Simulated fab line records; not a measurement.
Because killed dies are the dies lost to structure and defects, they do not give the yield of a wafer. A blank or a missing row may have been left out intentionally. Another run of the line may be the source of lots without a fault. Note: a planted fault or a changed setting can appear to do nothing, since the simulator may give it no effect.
fab line records	flow n5Finfet
record lots=4	wafers=12	lastDay=19
route steps=1938 shown DUMMY_GATE@228 SPACER0@258 SD_EPI_N@262 BEOL_M4@1111 PASSIVATION@1936
lots untouched by any fault: they come from a run of this same line in which no faults occurred
startH: hours from the record's first day to the start of the lot's first wafer shown	waitH: time in hours since the lot's previous step	" identical to the entry in the row above	L1.1+2: several wafers, shown together as one row	- value missing, or start not given	* or withheld: withheld	< > ~ a bound
route shown NAME@n: NAME is a module with steps in the file, n the number in the route of the first one	usual: mean/standard deviation taken from wafers without a fault	same: alike in all rows	chamber/n: place in a boat	sites: per-site readings	_std_site: their standard deviation	_edge_site: inner sites' mean taken away from outer sites' mean	radiusMm: for every site, how far away it sits from the centre of the wafer	mask NAME#n: copy n	behind: the tool/chamber that last shaped the wafer	hold: what put the lot on hold/how long, in hours/how the hold closed	device: whichever transistor did not switch (one of n, p or np)	end of line: the tests these same wafers got at the end of their route	for a step that has no rows: nothing shown but its recipe	killed: at the first sort, the dies lost to defects and structure; wafer yield is something else	map: shows each die of a wafer: x if killed, . if not, _ if none is there
set.NAME: setting as actually run; set.NAME@STEP: the setting as run at that earlier step	model.NAME: the simulator's own value behind a step, which no gauge read
a table for each step, a row for each wafer; lots at some steps of the route
services: a tool's chamber out of use, with start hour (startH, from the record's first day; less than 0 if before it), hours out, and reason
## steps
# step N5_DUMMY_GATE_EXPOSE_12
# recipe maskId=GATE	na=0.33	sourceShape=annular	sigmaInner=0.2	sigmaOuter=0.6	polarization=unpolarized	targetCdNm=25	doseMj=34
# step N5_DUMMY_GATE_PEB_13
# recipe pebTempC=100	pebTimeS=60	resist=CAR-EUV
# step N5_DUMMY_GATE_DEVELOP_14
# recipe developTimeS=30	developer=TMAH	resist=CAR-EUV	rinseLiquid=surfactantRinse	dry=airSpin	devTempC=23
# step N5_DUMMY_GATE_DESCUM_20
# recipe chemistry=O2	timeS=6.2	sourcePowerW=50	biasPowerW=20	pressureMtorr=20	rfFrequencyHz=2.712e+07	tempC=40	resist=CAR-EUV	o2FlowSccm=225
# step N5_DUMMY_GATE_ETCH_29
# recipe chemistry=N2/H2	target=underlayer	targetDepthA=130	ionEnergyEv=200	pressureMtorr=30	sourceW=840	biasW=150	n2FlowSccm=200	h2FlowSccm=200
# step N5_DUMMY_GATE_ETCH_36
# recipe chemistry=CF4	target=SiARC	targetDepthA=130	pressureMtorr=40	sourceW=545	biasW=36	Ar_flow_sccm=100	cf4FlowSccm=100	ionEnergyEv=80
# step N5_DUMMY_GATE_ETCH_37
# recipe chemistry=N2/H2	target=SOC	targetDepthA=600	overetchA=300	tempC=40	ionEnergyEv=200	pressureMtorr=30	sourceW=840	biasW=150	n2FlowSccm=200	h2FlowSccm=200
# step N5_DUMMY_GATE_STRIP_38
# recipe chemistry=N2/H2	tempC=40	n2FlowSccm=200	h2FlowSccm=200	rfFrequencyHz=6e+07
# step N5_DUMMY_GATE_STRIP_39
# recipe chemistry=N2/H2	tempC=40	n2FlowSccm=200	h2FlowSccm=200	rfFrequencyHz=6e+07
# step N5_DUMMY_GATE_TRIM_49
# recipe chemistry=O2	resist=SOC	timeS=29	targetCdNm=14	sourcePowerW=300	biasPowerW=0	O2_flow_sccm=100	tempC=20
# usual drypumpMotorCurrentA=5.8/0.39	heBacksideLeakSccm=2.7/0.33	oesProductAu=0.999/0.019	throttleValvePct=8.15/0.18
lot.wafer	tool	chamber	startH	waitH	drypumpMotorCurrentA	heBacksideLeakSccm	oesProductAu	rfHoursCounterH	throttleValvePct	model.DUMMY_GATE.cdNm
L168.2	rieSi-05	1	69.97	0.0	5.8	2.5	1.018	12	8.04	13.8
L168.3	"	3	"	"	5.6	2.8	1.036	176	8.45	13.6
L168.5	"	0	"	"	6.3	2.5	1.000	-	8.06	13.6
L177.3	rieSi-05	0	127.83	0.0	6.3	2.6	0.993	74	8.07	13.8
L177.4	"	1	"	"	5.8	2.5	0.753	13	8.03	17.6
L177.5	"	0	"	"	6.3	2.4	1.003	-	8.06	13.4
L178.2	rieSi-05	1	130.54	0.0	5.8	2.5	0.757	13	8.05	17.2
L178.3	"	0	"	"	6.3	2.5	1.000	74	8.05	14
L178.4	"	3	"	"	5.6	2.9	0.765	177	8.45	17.4
L182.1	rieSi-06	0	153.71	0.0	6.0	2.9	1.005	178	8.32	14
L182.2	"	2	"	"	6.1	2.9	0.965	8	7.76	13.6
L182.4	"	1	"	"	6.0	2.3	0.991	5	8.13	14.2
# step N5_DUMMY_GATE_STRIP_40
# recipe chemistry=CF4	resist=SiARC	powerW=300	biasPowerW=75	pressureMtorr=50	cf4FlowSccm=150	rfFrequencyHz=6e+07
# step N5_DUMMY_GATE_CD_MEAS_50
# recipe targetCdNm=14
# usual cdNm=13.8/0.53
lot.wafer	tool	chamber	startH	waitH	cdNm
L168.2	cdSem-01	-	70.13	0.0	14.1
L168.3	"	-	"	"	13.2
L168.5	"	-	"	"	13.8
L177.3	cdSem-03	-	128.00	0.0	14.1
L177.4	"	-	"	"	18.0
L177.5	"	-	"	"	13.7
L178.2	cdSem-01	-	130.69	0.0	17.3
L178.3	"	-	"	"	13.8
L178.4	"	-	"	"	17.5
L182.1	cdSem-01	-	153.87	0.0	13.9
L182.2	"	-	"	"	13.6
L182.4	"	-	"	"	14.3
# step N5_DUMMY_GATE_ETCH_31
# recipe chemistry=C4F6/O2	target=SiO2	maskMaterial=SOC	targetDepthA=825	timeS=27.5	ionEnergyEv=250	pressureMtorr=30	sourceW=345	biasW=185	Ar_flow_sccm=300	C4F6_flow_sccm=10	O2_flow_sccm=10
# step N5_DUMMY_GATE_STRIP_41
# recipe chemistry=O2	powerW=400	tempC=40	pressureMtorr=30	rfFrequencyHz=6e+07	biasPowerW=0	overashFraction=0.3	o2FlowSccm=225
# step N5_DUMMY_GATE_HM_OPEN_21
# recipe chemistry=CH3F/O2	target=SiNx	targetDepthA=1200	Ar_flow_sccm=150	CH3F_flow_sccm=30	O2_flow_sccm=23	timeS=171.4	pressureMtorr=30	sourceW=395	biasW=73	ionEnergyEv=120.7
# step N5_DUMMY_GATE_ETCH_32
# recipe chemistry=CF4	target=SiO2	targetDepthA=35	timeS=3.9	ionEnergyEv=350	pressureMtorr=10	icpW=800	biasW=400	cf4FlowSccm=80
# step N5_DUMMY_GATE_ETCH_23
# recipe chemistry=HBr/Cl2/O2	HBr_flow_sccm=150	Cl2_flow_sccm=80	O2_flow_sccm=12	biasW=102	targetDepthA=410	timeS=22.3	target=poly-Si	maskMaterial=SiO2	pressureMtorr=10	icpW=800
# step N5_DUMMY_GATE_ETCH_44
# recipe chemistry=HBr/O2	overEtchFrac=0.7	targetDepthA=1275	stopOn=SiO2	ionEnergyEv=60	biasW=20	target=poly-Si	maskMaterial=SiO2	pressureMtorr=20	icpW=400	HBr_flow_sccm=120	O2_flow_sccm=10
# step N5_DUMMY_GATE_CD_MEAS_24
# recipe targetCdNm=15
# usual cdNm=14.7/0.52
lot.wafer	tool	chamber	startH	waitH	cdNm
L168.2	cdSem-03	-	70.62	0.1	14.3
L168.3	"	-	"	"	14.3
L168.5	"	-	"	"	14.4
L177.3	cdSem-02	-	128.49	0.1	14.7
L177.4	"	-	"	"	18.3
L177.5	"	-	"	"	14.5
L178.2	cdSem-03	-	131.18	0.1	17.8
L178.3	"	-	"	"	14.3
L178.4	"	-	"	"	17.9
L182.1	cdSem-01	-	154.37	0.1	14.5
L182.2	"	-	"	"	15.0
L182.4	"	-	"	"	14.7
# step N5_DUMMY_GATE_ETCH_42
# recipe chemistry=CHF3/O2	target=SiO2	targetDepthA=35	timeS=31	ionEnergyEv=30	biasW=12	pressureMtorr=30	sourceW=600	Ar_flow_sccm=200	CHF3_flow_sccm=50	O2_flow_sccm=5
# usual biasW=12.00/0.038	drypumpMotorCurrentA=5.8/0.42	oes_o_777_au=0.76/0.067	oesProductAu=0.75/0.061	rfVppV=42.6/1.1	showerheadPlenumPTorr=2.41/0.082	throttleValvePct=18.8/0.32
lot.wafer	tool	chamber	startH	waitH	biasW	drypumpMotorCurrentA	oes_o_777_au	oesProductAu	rfHoursCounterH	rfVppV	showerheadPlenumPTorr	throttleValvePct	model.DUMMY_GATE.cdNm
L168.2	rieDiel-03	3	70.67	0.0	12.00	6.5	0.80	0.78	102	43.1	2.46	18.8	14.4
L168.3	"	0	"	"	12.01	5.2	0.71	0.70	216	40.8	2.38	19.1	14
L168.5	"	1	"	"	11.99	5.9	0.74	0.75	-	42.9	2.50	18.8	14.2
L177.3	rieDiel-03	3	128.53	0.0	11.99	6.4	0.79	0.76	112	42.4	2.45	18.8	14.8
L177.4	"	0	"	"	12.03	5.2	0.70	0.68	226	40.5	2.38	19.1	18.4
L177.5	"	0	"	"	11.99	5.2	0.69	0.69	-	40.8	2.38	19.1	14.2
L178.2	rieDiel-02	3	131.23	0.0	11.98	5.4	0.93	0.89	18	42.3	2.56	18.4	17.8
L178.3	"	1	"	"	11.99	4.8	0.82	0.78	136	42.5	2.45	19.2	14.6
L178.4	"	2	"	"	11.97	5.9	0.69	0.72	168	42.5	2.32	19.1	17.8
L182.1	rieDiel-06	1	154.42	0.0	12.05	5.7	0.80	0.79	121	41.9	2.36	19.3	14.6
L182.2	"	2	"	"	11.92	5.8	0.74	0.73	156	43.1	2.52	18.4	14.8
L182.4	"	1	"	"	12.03	5.6	0.79	0.79	-	41.1	2.36	19.4	14.6
# step N5_DUMMY_GATE_STRIP_48
# recipe chemistry=N2/H2	timeS=20	powerW=100	tempC=40	pressureMtorr=100	rfFrequencyHz=6e+07	biasPowerW=3	n2FlowSccm=300	h2FlowSccm=300
# step N5_DUMMY_GATE_PRECLEAN_33
# recipe chemistry=dHF	timeS=10	dilution=750:1	tempC=25
# step N5_DUMMY_GATE_PRECLEAN_25
# recipe chemistry=O3/DIW	timeS=45	tempC=22	o3Ppm=10
# step N5_DUMMY_GATE_PRECLEAN_51
# recipe chemistry=SC2	timeS=45	tempC=35	mix=1:1:50
# step N5_DUMMY_GATE_SRD_26
# recipe dry=ipaMarangoni	timeS=30	tempC=23	rinseLiquid=diw
# step N5_DUMMY_GATE_UV_OZONE_45
# recipe timeS=120	pressureTorr=760	tempC=25
# step N5_SPACER0_ALD_07
# recipe material=SiNx	targetThkA=20	tempC=400	aldPrecursorFamily=SiH2I2	aldCoReactant=N2/H2-plasma	pressureTorr=2
# step N5_SPACER0_ALD_00
# recipe material=SiOCN	targetThkA=35	tempC=400	aldPrecursorFamily=alkyl-aminosilane	aldCoReactant=O2/N2-plasma	pulseTimeS=3	purgeTimeS=2	coReactantPurgeTimeS=2	aldCycles=58	pressureTorr=2
# step N5_SPACER0_ALD_08
# recipe material=SiNx	targetThkA=20	tempC=400	aldPrecursorFamily=SiH2I2	aldCoReactant=N2/H2-plasma	pressureTorr=2
# step N5_SD_EPI_N_COAT_32
# recipe resist=SOC	tempC=250	timeS=60	spinRpm=1500	resistThkNm=350
# step N5_SD_EPI_N_COAT_33
# recipe resist=SiARC	tempC=220	timeS=60	spinRpm=1500	resistThkNm=35
# step N5_SD_EPI_N_COAT_03
# recipe resist=CAR-ArF-block	spinRpm=1500	resistThkNm=150
# step N5_SD_EPI_N_EBR_05
# recipe solvent=PGMEA	ebrWidthMm=1.5
# step N5_SD_EPI_N_SOFTBAKE_04
# recipe tempC=110	timeS=60	resist=CAR-ArF-block
# step N5_SD_EPI_N_EXPOSE_06
# recipe maskId=SD_N_BLK	na=1.35	sourceShape=conventional	sigmaOuter=0.8	polarization=unpolarized	targetCdNm=120	doseMj=39.75
# step N5_SD_EPI_N_PEB_07
# recipe pebTempC=110	pebTimeS=60	resist=CAR-ArF-block
# step N5_SD_EPI_N_DEVELOP_08
# recipe developTimeS=30	developer=TMAH	resist=CAR-ArF-block	devTempC=23	rinseLiquid=diw	dry=airSpin
# step N5_BEOL_M4_RC_MEAS_101
# usual DIBL_N=37.7/2	DIBL_P=37.7/2.3	IOFF_N=0.18/0.039	IOFF_P=0.23/0.042	ION_N=681/12	ION_P=463/8	SS_N=71.9/0.68	SS_P=73.6/0.71	VT_N=248/3.2	VT_P=-249/3.1
lot.wafer	tool	chamber	startH	waitH	DIBL_N[mV/V]	DIBL_P[mV/V]	IOFF_N[nA/um]	IOFF_P[nA/um]	ION_N[uA/um]	ION_P[uA/um]	SS_N[mV/dec]	SS_P[mV/dec]	VT_N[mV]	VT_P[mV]
L168.2	prober-01	0	278.43	0.2	39.1	38.4	0.20	0.20	686	459	72.3	73.3	247	-253
L168.3	"	0	"	"	39.3	38.7	0.19	0.21	665	449	71.8	73.6	253	-253
L168.5	"	0	"	"	40.6	40.4	0.23	0.25	680	455	72.3	73.5	247	-251
L178.3	prober-01	0	350.04	0.3	36.2	35.6	0.15	0.21	686	467	71.1	73.5	248	-249
L177.3	prober-01	0	353.74	0.3	38.3	39.9	0.20	0.27	686	470	71.7	74.0	247	-245
L177.5	"	0	"	"	39.0	39.5	0.20	0.25	683	468	71.8	74.2	247	-251
L182.1	prober-01	0	360.05	0.0	40.2	38.8	0.22	0.27	684	466	72.6	73.9	245	-247
L182.2	"	0	"	"	35.7	34.9	0.13	0.18	664	460	70.7	73.0	250	-253
L182.4	"	0	"	"	39.5	38.7	0.21	0.25	688	471	71.4	73.8	247	-246
# step N5_PASSIVATION_PROBE_49
# usual defectLimitedYield=91.1/1.4	killed_at_M0_to_M3=34/9.6	killed_at_M4_up=15/5.3	killedAtContacts=12/6.1	killedAtFrontEnd=40/11	killedAtOther=3.5/2.8	killedDies=105/17	killedOnRim=14/4.3	killedOpen=70/12	killedShort=34/7.7	sort_bin_5_function=5.2/0.97	sort_bin_6_memory=3.4/0.62	sort_bin_8_speed=0.00/0.023	sortNPass=1075/17	sortYieldPct=91.1/1.4
# same grossDies=1180	killedAtBackSide=0	sort_bin_4_leakage[%]=0
lot.wafer	tool	chamber	startH	waitH	defectLimitedYield[%]	killed_at_M0_to_M3	killed_at_M4_up	killedAtContacts	killedAtFrontEnd	killedAtOther	killedDies	killedOnRim	killedOpen	killedShort	sort_bin_5_function[%]	sort_bin_6_memory[%]	sort_bin_8_speed[%]	sortNPass	sortYieldPct[%]
L168.2	prober-02	-	391.43	0.1	91.1	39	14	19	29	4	105	19	70	35	5.5	3.1	0	1075	91.1
L168.3	prober-02	-	391.48	0.1	91.9	35	13	10	37	1	96	15	60	35	5.3	2.8	0	1084	91.9
L168.5	prober-02	-	391.58	0.2	92.7	29	21	7	28	1	86	8	63	23	4.5	2.6	0	1094	92.7
L177.3	prober-01	-	454.57	0.4	88.6	43	17	22	48	4	134	21	89	39	6.3	4.3	0	1046	88.6
L177.4	prober-01	-	454.62	0.4	4.0	44	5	10	1071	3	1133	151	61	40	4.7	3.7	0.34	43	3.6
L177.5	prober-01	-	454.67	0.5	91.9	36	10	18	31	0	95	20	66	29	5.0	2.9	0	1085	91.9
L182.1	prober-01	-	460.24	0.0	89.4	59	16	10	40	0	125	21	80	44	6.6	3.6	0	1055	89.4
L182.2	prober-01	-	460.29	0.1	89.1	51	18	19	38	3	129	16	86	43	6.6	3.8	0	1051	89.1
L182.4	prober-01	-	460.39	0.2	92.8	44	10	12	17	2	85	10	67	18	4.5	2.6	0	1095	92.8
L178.2	prober-02	-	462.19	0.1	25.5	21	31	3	823	1	879	148	69	25	4.5	3.4	0	301	25.5
L178.3	prober-02	-	462.24	0.1	90.0	37	21	9	50	1	118	18	89	28	6.5	3.3	0	1062	90.0
L178.4	prober-02	-	462.29	0.2	30.7	42	20	8	740	8	818	53	72	46	6.4	3.4	1.02	350	29.7
# killed by level:class
L168.2 BEOL_M1:geometricParticle:open=15 MOL_CONTACT_COAG:geometricParticle:open=12 MOL_CONTACT_COAG:geometricParticle:short=7 BEOL_M0_SAQP:geometricParticle:open=6 STI_FIN_REVEAL:geometricParticle:open=5 BEOL_M0_SAQP:geometricParticle:short=5 BEOL_M3:geometricParticle:open=5 BEOL_M4:geometricParticle:open=5
L168.3 BEOL_M1:geometricParticle:open=16 ILD0:geometricParticle:short=9 MOL_CONTACT_COAG:geometricParticle:open=8 GATE_CUT:geometricParticle:short=6 STI_FIN_REVEAL:geometricParticle:open=5 DUMMY_GATE:geometricParticle:open=5 BEOL_M3:geometricParticle:short=4 BEOL_M0_SAQP:geometricParticle:open=4
L168.5 STI_FIN_REVEAL:geometricParticle:open=11 BEOL_M3:geometricParticle:open=10 MOL_CONTACT_COAG:geometricParticle:open=6 BEOL_M4:geometricParticle:open=6 BEOL_M0_SAQP:geometricParticle:short=5 BEOL_M4:geometricParticle:short=5 DUMMY_GATE:geometricParticle:open=3 BEOL_M0_SAQP:geometricParticle:open=3
L177.3 MOL_CONTACT_COAG:geometricParticle:open=18 BEOL_M4:geometricParticle:open=12 BEOL_M1:geometricParticle:open=10 BEOL_M2:geometricParticle:open=8 FIN_SAQP:geometricParticle:open=7 FIN_SAQP:geometricParticle:short=7 BEOL_M3:geometricParticle:open=6 STARTING-WAFER:geometricParticle:open=6
L177.4 DUMMY_GATE:areaTrim=1032 FIN_SAQP:geometricParticle:short=12 FIN_SAQP:geometricParticle:open=9 BEOL_M2:geometricParticle:open=8 BEOL_M0:geometricParticle:open=7 BEOL_M3:geometricParticle:open=7 MOL_CONTACT_COAG:geometricParticle:open=6 STI_FIN_REVEAL:geometricParticle:open=4
L177.5 MOL_CONTACT_COAG:geometricParticle:open=14 BEOL_M2:geometricParticle:open=14 BEOL_M1:geometricParticle:open=10 FIN_SAQP:geometricParticle:short=7 FIN_SAQP:geometricParticle:open=6 GATE_CUT:geometricParticle:open=5 STI_FIN_REVEAL:geometricParticle:open=4 MOL_CONTACT_COAG:geometricParticle:short=4
L182.1 BEOL_M1:geometricParticle:short=14 BEOL_M2:geometricParticle:open=12 STI_FIN_REVEAL:geometricParticle:open=11 BEOL_M4:geometricParticle:open=9 MOL_CONTACT_COAG:geometricParticle:open=9 BEOL_M3:geometricParticle:open=8 FIN_SAQP:geometricParticle:open=6 BEOL_M0_SAQP:geometricParticle:open=6
L182.2 MOL_CONTACT_COAG:geometricParticle:open=14 BEOL_M2:geometricParticle:open=11 BEOL_M3:geometricParticle:open=10 BEOL_M4:geometricParticle:open=9 FIN_SAQP:geometricParticle:open=8 FIN_SAQP:geometricParticle:short=8 BEOL_M1:geometricParticle:open=8 BEOL_M0_SAQP:geometricParticle:open=7
L182.4 BEOL_M2:geometricParticle:open=12 MOL_CONTACT_COAG:geometricParticle:open=10 BEOL_M0:geometricParticle:open=9 BEOL_M0_SAQP:geometricParticle:short=6 BEOL_M0_SAQP:geometricParticle:open=5 BEOL_M4:geometricParticle:open=5 STARTING-WAFER:geometricParticle:open=5 DUMMY_GATE:geometricParticle:open=4
L178.2 DUMMY_GATE:areaTrim=785 BEOL_M4:geometricParticle:open=16 STI_FIN_REVEAL:geometricParticle:open=12 BEOL_M3:geometricParticle:open=12 FIN_SAQP:geometricParticle:short=8 FIN_SAQP:geometricParticle:open=6 BEOL_M4:geometricParticle:short=4 DUMMY_GATE:geometricParticle:open=3
L178.3 STI_FIN_REVEAL:geometricParticle:open=28 BEOL_M0_SAQP:geometricParticle:open=9 BEOL_M3:geometricParticle:open=9 MOL_CONTACT_COAG:geometricParticle:open=8 BEOL_M1:geometricParticle:open=7 BEOL_M0_SAQP:geometricParticle:short=6 BEOL_M7:geometricParticle:short=5 FIN_SAQP:geometricParticle:short=4
L178.4 DUMMY_GATE:areaTrim=700 STI_FIN_REVEAL:geometricParticle:open=19 BEOL_M3:geometricParticle:open=13 BEOL_M4:geometricParticle:open=12 BEOL_M2:geometricParticle:short=9 MOL_CONTACT_COAG:geometricParticle:open=7 FIN_SAQP:geometricParticle:short=6 BEOL_M1:geometricParticle:short=6
# map L177.4 (x killed, . not)
_________________xxxxxxxxxxxx________________
______________xxxxxxxxxxxxxxxxxx_____________
___________xxxxxxxxxxxxxxxxxxxxxxxx__________
__________xxxxxxxxxxxxxxxxxxxxxxxxxx_________
________xxxxxxxxxxxxxxxxxxxxxxxxxxxxxx_______
_______xxxxxxxxxxxxxxxxxxxx.xxxxxxxxxxx______
______xxxxxxxxxxxxxx..xxxxxxxxxxxxxxxxxx_____
_____xxxxxxxxxxxx.xx.xxxxxxxxxxxxxxxxxxxx____
____xxxxxxxxxxx.xxxxxxx.xxxxxxxxxxxxxxxxxx___
___x.xxxxxxx.xxxxxxxxx.xxxxxxxxxxxxxxxxxxxx__
___xxxxxxxxxxxxxxxx.x.xxxxxx.xxxxxxxxxxxxxx__
__xxxxxxxxxxx.xxxx.xxxxxxxxxxxxxxxxxxxxxxxxx_
__xxxxxxxxxxxxxxx..xxxxxxxxxxxxxxxxxxxxxxxxx_
_xxxxxxxxxxxx.xxxxx...xxxxxxxx.x.xxxxxxxxxxxx
_xxxxxxxxxxxxxx.xx..xxxxx.xxxxxxxxxxxxxxxxxxx
_xxxxxxxxxxxxxxx.x.xxxxxxxxxxxxxxxxxxxxxxxxxx
_xxxxxxxxxxxxxxxxxx..xx.x.xxxxxxxxxxxxxxxxxxx
_xxxxxxxxxxxxxxxxx.xx.xxxxx.xxxxxxxxxxxxxxxxx
_xxxxxxxxxxxxxxxxxxxxxxx.xxxx..xxxxxxxxxxxxxx
_xxxxxxxxxxxxxxxxxxxxxxxxxxxx.xxxxxxxxxxxxxxx
_xxxxxxxxxxxxxxxxx.x..xxxxxxxxxxxxxxxxxxxxxxx
__xxxxxxxxxxxxxx.xxxxxxxxxxxxxxxxxxxxxxxxxxx_
__xxxxxxxxxxxxxxxxxxx.xxxxxxxxxxxxxxxxxxxxxx_
___xxxxxxxxxxxxxxxxxx.xxxxxxxxxxxxxxxxxxxxx__
___xxxxxxxxxxxxxxxxxxxxxxxxxxxxxxxxxxxxxxxx__
____xxxxxxxxxxxxxxx.xxxxxxxxxxxxxxxxxxxxxx___
_____xxxxxxxxxxxxxxxxxxxxxxxxxxxxxxxxxxxx____
______xxxxxxxxxxxxxxxxxxxxxxxxxxxxxxxxxx_____
_______xxxxxxxxxxxxxxxxxxxxxxxxxxxxxxxx______
________xxxxxxxxxxxxxxxxxxxxxxxxxxxxxx_______
__________xxxxxxxxxxxxxxxxxxxxxxxxxx_________
___________xxxxxxxxxxxxxxxxxxxxxxxx__________
______________xxxxxxxxxxxxxxxxxx_____________
_________________xxxxxxxxxxxx________________
# map L178.2 (x killed, . not)
_________________xx.xxxx.xxxx________________
______________xxx.xxxxxxx.xxxxxx_____________
___________xxxxxx.xxx..xxxxxxxxxxxx__________
__________xxxxxxxx...xxxx.x.xxxxxxxx_________
________x.xxxxx.....x..xx.xxxxxxx.xxxx_______
_______xxxxxx..xx.xxxx.xx..x.xxx.xxx.xx______
______xxx.xxx.xx.xx.xx.x.x..xxxxxx.xxxxx_____
_____xxxxxxxxxxxx.x.xx.x..x.x.x.x.xxxxxxx____
____xxxxxx.xx.xx.x......x.x.x...xx.xxxxxxx___
___xxxx.xxxxxx.xxxx..xxx.x.x..x.xxx.xxx.xxx__
___xxxxxxx..x..xxx..x.x.....x.x.x...xx.xxxx__
__xxxxxxx.xxx..x..x....x.xx..x.xx...xxxxxxxx_
__xxxxxxxxx....x..x..x.x.....xxx.xxx...xxxxx_
_xxxxxx.xx..x..x.x..x...x.x.xx...xxx.xx.xxxxx
_xxxxxxxxxxx.x..xx....xx.xx....x.x..xx.xxxxxx
_xxxxxx.x.xxx.xx..xx...........xxxxxx.x..xxxx
_xxxxxx.x..xxx..x........x..x.xx.xxxxxxxx.xxx
_xxxxxxx.x.xx.xx.xxx...........x...xxxxxxxxxx
_xxx.xxxxx..x...x.........x...xxxxx.xxxxxxxxx
_xxxxxxxxxxxx...x.x.x..x..xx....x.xxxxxxxxxxx
_xxxxxxx..xxx.xxx...x.xx.xxx.......xxxxxxxxxx
__xxxx.xxxxxxx.x.xxx.xxx..x..xxxxxxxxx.xxxxx_
__xxxxxxxxxxx..xxxx.xx.xxx...xxxxxxxx.xxxxxx_
___xxxxxxxxxxxxxxxx.xx.xxxx..xxxxxxxxxxxxxx__
___xxxxxxxxxxxxxx.xxxx.xx..xxxxxxxxxxxxxxxx__
____xxxxxxxx.xxxxxxxx.xx..xxx.xxxxxx.xxxxx___
_____xxxxxxxxxxxx.xx.xxxxxxx.xxxxxx.xxxxx____
______xxxxxxxxxxxxxxxxxx.xxxxxxxxxxxxxxx_____
_______xxxxxxxxxxxxxxxxxxxxxxxxxx.xxxxx______
________xxxxxxxxxxxxxxxxxxxxxxxxxxxxxx_______
__________xxxxxxxxxxxxxxxxxxxxxxxxxx_________
___________xxxxxxxxxxxxxxxxxxxxxxxx__________
______________xxxxxxxxxxxxxxxxxx_____________
_________________xxxxxxxxxxxx________________
## services
tool	chamber	startH	hours	kind
rieDiel-02	-	48.24	1.3	repair
rieSi-06	2	54.70	7.7	repair
rieDiel-02	1	82.56	4.2	repair
rieDiel-06	-	82.88	0.7	repair
rieDiel-03	2	118.77	6.3	repair
rieDiel-06	0	152.53	-	clean
rieDiel-06	0	152.53	-	consumableReplace:focusRing
rieDiel-06	0	152.53	21.1	scheduledDown
rieDiel-06	0	152.53	21.1	ventCycle
## key
firstSign step=N5_DUMMY_GATE_TRIM_49	reading=oesProductAu	direction=down	sigmas=12	usual=0.999	struck=0.758
effect step=N5_DUMMY_GATE_CD_MEAS_50	reading=cdNm	direction=up	sigmas=7.2	usual=13.8	struck=17.6
effect step=N5_DUMMY_GATE_CD_MEAS_24	reading=cdNm	direction=up	sigmas=6.4	usual=14.7	struck=18.0
effect step=N5_PASSIVATION_PROBE_49	reading=killedAtFrontEnd	direction=up	sigmas=78	usual=40	struck=878
modelEffect step=N5_DUMMY_GATE_TRIM_49	value=DUMMY_GATE.cdNm	without=13.67	struck=17.4
modelEffect step=N5_DUMMY_GATE_ETCH_42	value=DUMMY_GATE.cdNm	without=14.27	struck=18
moreKillsBornAt N5_DUMMY_GATE_TRIM_49@rieSi-05=2517
metAt N5_DUMMY_GATE_TRIM_49
struckWafers L177.4,L178.2,L178.4
laterRowsLeftOut L177.4,L178.2,L178.4
onsetBetween 69.97 127.83
fault kind=processParameterDrift	tool=rieSi-05	chamber=-	onsetH=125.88	steps=N5_DUMMY_GATE_TRIM_49	channel=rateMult	offset=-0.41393	shape=step	endH=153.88	scope=struckWafersOnly
# laterRowsLeftOut: the simulator's readings of these wafers behind a module that went badly wrong aren't trusted and aren't shown, but for the sort
